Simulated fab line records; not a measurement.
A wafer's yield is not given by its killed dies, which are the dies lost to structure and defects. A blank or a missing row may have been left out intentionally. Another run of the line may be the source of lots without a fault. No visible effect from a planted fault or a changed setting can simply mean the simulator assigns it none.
Which tool did it? ; flow nandHarc ; 6 lots with 18 wafers sampled at 5 steps, on a route of 1302 steps

WHAT THE GAUGES SHOWED, per wafer
NHARC_THIN_TSV_CD_MEAS_37.
lot;measured;on;cdNm (nm)
L244;day 24 11:28;cdSem-02;5001.5 5000.6 4998.3
L248;day 26 02:23;cdSem-03;5000.7 5002.5 5001.6
L249;day 26 14:44;cdSem-03;5002.0 5005.1 5001.2
L254;day 28 07:07;cdSem-01;5003.2 5003.6 5003.5
L261;day 32 12:19;cdSem-02;4978.4 4974.0 4997.1
L263;day 32 21:37;cdSem-02;5003.1 5003.8 5001.5

WHAT TOOL EACH LOT RAN ON (gives the tool, then ch and the chambers of the sampled wafers, and finally the start)
lot;NHARC_THIN_TSV_ETCH_15;NHARC_THIN_TSV_PRE_CLEAN_50;NHARC_THIN_TSV_ETCH_59;NHARC_THIN_TSV_ETCH_36
L244;rieSi-01 ch 1,2,3, day 24 04:59;pvdSputter-02, day 24 10:23 or earlier;rieMetal-02 ch 0,1, day 24 10:23;rieMetal-02 ch 0,1, day 24 10:35
L248;rieSi-03 ch 0,2, day 25 19:51;pvdSputter-02, day 26 01:14 or earlier;rieMetal-01 ch 0,1, day 26 01:14;rieMetal-01 ch 0,1, day 26 01:30
L249;rieSi-03 ch 1,2,3, day 26 08:00;pvdSputter-03, day 26 13:34 or earlier;rieMetal-02 ch 0,1, day 26 13:34;rieMetal-02 ch 0,1, day 26 13:50
L254;rieSi-01 ch 1,2, day 28 00:26;pvdSputter-03, day 28 06:02 or earlier;rieMetal-03 ch 0,1, day 28 06:02;rieMetal-03 ch 0,1, day 28 06:14
L261;rieSi-06 ch 0,1, day 32 05:48;pvdSputter-02, day 32 11:14 or earlier;rieMetal-03 ch 0,1, day 32 11:14;rieMetal-03 ch 0,1, day 32 11:26
L263;rieSi-01 ch 0,1,2, day 32 14:39;pvdSputter-02, day 32 20:28 or earlier;rieMetal-01 ch 0,1, day 32 20:28;rieMetal-01 ch 0,1, day 32 20:43
- NHARC_THIN_TSV_ETCH_15: target depth 3000 nm, bosch target overetch cycles 2, bosch etch step 2.8 s.
- NHARC_THIN_TSV_PRE_CLEAN_50: time 30 s.
- NHARC_THIN_TSV_ETCH_59: etches the open film in Cl2/BCl3, target depth 880 nm, time 138.1 s.
- NHARC_THIN_TSV_ETCH_36: etches the open film in Cl2/BCl3, target depth 65 nm, time 18.571 s.

THE ANSWER, worked out from the rows above alone
Rule: what is usual is taken from the lots themselves. The widest of any qualifying gaps counts: lots, ordered by their means at a reading, are off when they make up no more than a third of the lots, leave a main group of 4 or more, and stand apart from it by 3 or more times the standard deviation of that group's means. Not used: any main group whose means are identical at the precision the tables above print for the reading. A lot without any number at a reading at which 4 lots or more have one is off too. Any other lot the step has rows for is counted as sound.
Off: L261, at NHARC_THIN_TSV_CD_MEAS_37 (cdNm). The main group: mean 5002.1 nm, standard deviation 1.2.
A tool fits if, at a process step before that reading, it ran every lot that is off, and no sound lot after the first of them. Gauges at NHARC_THIN_TSV_CD_MEAS_37: tried the same way as those tools. With no start given for some of its lots, NHARC_THIN_TSV_PRE_CLEAN_50 uses the hours and lot order of NHARC_THIN_TSV_ETCH_59. Undecided on this evidence; 2 tools fit (rieSi-06 at NHARC_THIN_TSV_ETCH_15, rieMetal-03 at NHARC_THIN_TSV_ETCH_59 and NHARC_THIN_TSV_ETCH_36).

WHAT WAS PUT IN BY THE SIMULATOR
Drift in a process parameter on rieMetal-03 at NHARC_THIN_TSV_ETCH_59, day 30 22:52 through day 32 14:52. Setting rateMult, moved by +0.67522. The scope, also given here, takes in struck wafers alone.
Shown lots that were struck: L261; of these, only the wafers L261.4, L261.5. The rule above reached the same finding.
